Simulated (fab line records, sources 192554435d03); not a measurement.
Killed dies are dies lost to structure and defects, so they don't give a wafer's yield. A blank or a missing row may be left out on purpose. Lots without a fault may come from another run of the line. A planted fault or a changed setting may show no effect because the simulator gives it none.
Split-lot experiment | flow n5_finfet | 7 lots, 21 wafers read, on a route of 1938 steps

THE SPLIT
At N5_BEOL_M12_ILD_DEP_00 (deposits SiOC from DEMS/O2, target thk 658.92 nm, time 130.7 s), the setting time_s was moved away from the recipe's 130.7 s on 7 of the 21 wafers read, by -14.8% to +11.7%. The other wafers ran this setting at the recipe's value.

The file shows no step between the split and the reading.

THE READING
M12_ILD_THK, in nm, at N5_BEOL_M12_THK_MEAS_01. Fault-free wafers of this fab line usually give 659 nm, standard deviation 7.9 nm.

wafer  | tool, chamber at the split | time_s as run, s | against the recipe | M12_ILD_THK, nm | against lot-mates on the recipe
L074.1 | pecvd-01, 0                | 146              | +11.7%             | 729             | +72
L074.2 | pecvd-01, 2                | 130.7            | recipe             | 656             | -
L074.6 | pecvd-01, 1                | 130.7            | recipe             | 659             | -
L076.1 | pecvd-04, 1                | 130.7            | recipe             | 656             | -
L076.3 | pecvd-04, 0                | 130.7            | recipe             | 655             | -
L076.6 | pecvd-04, 2                | 115.7            | -11.5%             | 595             | -60
L078.3 | pecvd-04, 0                | 130.7            | recipe             | 652             | -
L078.4 | pecvd-04, 0                | 130.7            | recipe             | 660             | -
L078.6 | pecvd-04, 1                | 130.7            | recipe             | 661             | -
L081.1 | pecvd-04, 1                | 130.7            | recipe             | 664             | -
L081.2 | pecvd-04, 0                | 139.7            | +6.9%              | 708             | +44
L081.6 | pecvd-04, 1                | 139.7            | +6.9%              | 713             | +49
L080.1 | pecvd-04, 1                | 124.6            | -4.7%              | 632             | -34
L080.3 | pecvd-04, 0                | 130.7            | recipe             | 667             | -
L080.5 | pecvd-04, 1                | 130.7            | recipe             | 664             | -
L088.2 | pecvd-03, 0                | 130.7            | recipe             | 655             | -
L088.3 | pecvd-03, 2                | 130.7            | recipe             | 667             | -
L088.5 | pecvd-03, 2                | 122.1            | -6.6%              | 610             | -51
L097.2 | pecvd-01, 2                | 130.7            | recipe             | 649             | -
L097.3 | pecvd-01, 0                | 111.3            | -14.8%             | 565             | -94
L097.5 | pecvd-01, 2                | 130.7            | recipe             | 670             | -

THE FIT
A straight line over all 21 wafers: M12_ILD_THK changes by +6.35 nm for each +1% of time_s; r = +0.99; the points scatter about the line by 6.3 nm.
The same after taking each lot's own level away (the mean of its wafers on the recipe; 21 wafers): +6.27 nm for each +1%; r = +0.99; scatter 5.8 nm.
On that fit, the largest move of time_s shifts the reading by 93 nm.
The lots' own levels span 655.5 to 665.5 nm, that is 1.3 times the standard deviation above.
So the lot-to-lot level changes the slope little: the two slopes agree.
Check: with one of the wafers moved furthest among these (-14.8%) left out of the fit, the line predicts -92.1 nm for it against its lot-mates. It came out at -94.5 nm against them.

OTHER SPLITS ON THESE WAFERS
These wafers also went through other splits before the reading. Each is held against what the fit with the lots' levels taken away leaves over:
other split on the same wafers    | wafers away from the commonest value | r with M12_ILD_THK (lot level and that fit taken away)
N5_BEOL_M9_HM_DEP_02 target_thk_a | 10                                   | +0.09
N5_BEOL_M9_DESCUM_16 time_s       | 8                                    | -0.14
N5_BEOL_M9_TRENCH_ETCH_37 bias_w  | 6                                    | +0.24
N5_BEOL_M10_COAT_63 spin_rpm      | 9                                    | -0.38
N5_BEOL_M10_PEB_26 peb_time_s     | 9                                    | -0.18

THE WHOLE CHAIN: every reading that the file lists as answering this split, in the file's order
step                    | what it does                                                    | reading                                                                             | change (the file's fit)              | r (the file's)
N5_BEOL_M12_ILD_DEP_00  | deposits SiOC from DEMS/O2, target thk 658.92 nm, time 130.7 s  | SiOC_of_BEOL_M12_ILD_DEP_00.thk_nm (the simulator's own value, which no gauge read) | +6.22 nm for each +1% of the setting | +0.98
N5_BEOL_M12_THK_MEAS_01 |                                                                 | M12_ILD_THK                                                                         | +6.21 for each +1% of the setting    | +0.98
N5_BEOL_M12_VIA_ETCH_16 | etches SiOC in C4F8/O2/Ar, target depth 724.8 nm                | etch.depth_nm (the simulator's own value, which no gauge read)                      | +6.22 nm for each +1% of the setting | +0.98
N5_BEOL_M12_VIA_ETCH_16 | etches SiOC in C4F8/O2/Ar, target depth 724.8 nm                | coat_of_BEOL_M12_COAT_04.thk_nm (the simulator's own value, which no gauge read)    | -1.87 nm for each +1% of the setting | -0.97
N5_BEOL_M12_STRIP_63    | strips in N2/H2                                                 | strip_time_to_endpoint_s                                                            | withheld for each +1% of the setting | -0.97
N5_BEOL_M12_CMP_49      | polishes, stops on SiOC, t overpolish 20.6 s, target thk 320 nm | SiOC_of_BEOL_M12_ILD_DEP_00.thk_nm (the simulator's own value, which no gauge read) | +6.26 nm for each +1% of the setting | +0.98

THE FILE'S OWN FIT
M12_ILD_THK changes by +6.21 nm for each +1% of time_s, r = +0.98.
